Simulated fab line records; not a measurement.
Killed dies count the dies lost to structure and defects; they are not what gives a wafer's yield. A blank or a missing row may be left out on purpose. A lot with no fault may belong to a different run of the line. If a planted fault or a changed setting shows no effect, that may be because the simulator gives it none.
Chamber matching / flow n5-finfet / uv-cure-01 running N5_BEOL_M6_CURE_75: 3 sister chambers
The step cures SiCOH lowk, time 120 s. 6 wafers are shown with their chamber, then 9 later ones without.

WAFERS, EACH WITH ITS CHAMBER
wafer=L080.2; chamber=1; wafer_temp_C_max=370.9; lamp-power-pct (%)=52.21
wafer=L080.6; chamber=1; wafer_temp_C_max=371.6; lamp-power-pct (%)=52.33
wafer=L082.4; chamber=0; wafer_temp_C_max=371.7; lamp-power-pct (%)=52.29
wafer=L082.5; chamber=0; wafer_temp_C_max=371.3; lamp-power-pct (%)=52.20
wafer=L085.4; chamber=2; wafer_temp_C_max=371.9; lamp-power-pct (%)=52.26
wafer=L085.5; chamber=2; wafer_temp_C_max=371.2; lamp-power-pct (%)=52.30

WAFERS WITHOUT THEIR CHAMBER
wafer=L089.1; wafer_temp_C_max=371.0; lamp-power-pct (%)=52.27
wafer=L089.3; wafer_temp_C_max=371.0; lamp-power-pct (%)=52.29
wafer=L089.4; wafer_temp_C_max=370.9; lamp-power-pct (%)=52.35
wafer=L091.1; wafer_temp_C_max=370.6; lamp-power-pct (%)=52.32
wafer=L091.2; wafer_temp_C_max=370.7; lamp-power-pct (%)=52.21
wafer=L091.5; wafer_temp_C_max=370.7; lamp-power-pct (%)=52.41
wafer=L093.1; wafer_temp_C_max=372.1; lamp-power-pct (%)=52.24
wafer=L093.2; wafer_temp_C_max=371.8; lamp-power-pct (%)=52.38
wafer=L093.5; wafer_temp_C_max=371.6; lamp-power-pct (%)=52.29

THE CHAMBER EACH PASSED THROUGH
wafer=L089.1; from the rows above=can't be placed: 1 or 0 or 2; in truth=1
wafer=L089.3; from the rows above=can't be placed: 1 or 2 or 0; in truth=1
wafer=L089.4; from the rows above=can't be placed: 1 or 2 or 0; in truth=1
wafer=L091.1; from the rows above=can't be placed: 1 or 2 or 0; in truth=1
wafer=L091.2; from the rows above=can't be placed: 1 or 0 or 2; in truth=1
wafer=L091.5; from the rows above=can't be placed: 1 or 2 or 0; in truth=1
wafer=L093.1; from the rows above=can't be placed: 0 or 2 or 1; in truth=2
wafer=L093.2; from the rows above=can't be placed: 2 or 1 or 0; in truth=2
wafer=L093.5; from the rows above=can't be placed: 2 or 0 or 1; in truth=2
Placed correctly: 0 of 9. Cannot be placed on the basis of these rows: 9; the candidates contain the true chamber in 9. Number placed wrongly: 0.
How it was worked out, from the rows above alone: a wafer's distance from a chamber is the root of the sum, over the readings, of the square of ((its reading less the chamber's mean) divided by the reading's scatter). The wafer belongs to the nearest chamber; if the next one is less than 2 further off, it can't be placed. The mean given for a chamber averages the wafers shown for that chamber. How the scatter is found: for the shown wafers, subtract from each reading the mean of its chamber, square and add these, divide the total by (wafers less chambers), then take the root.
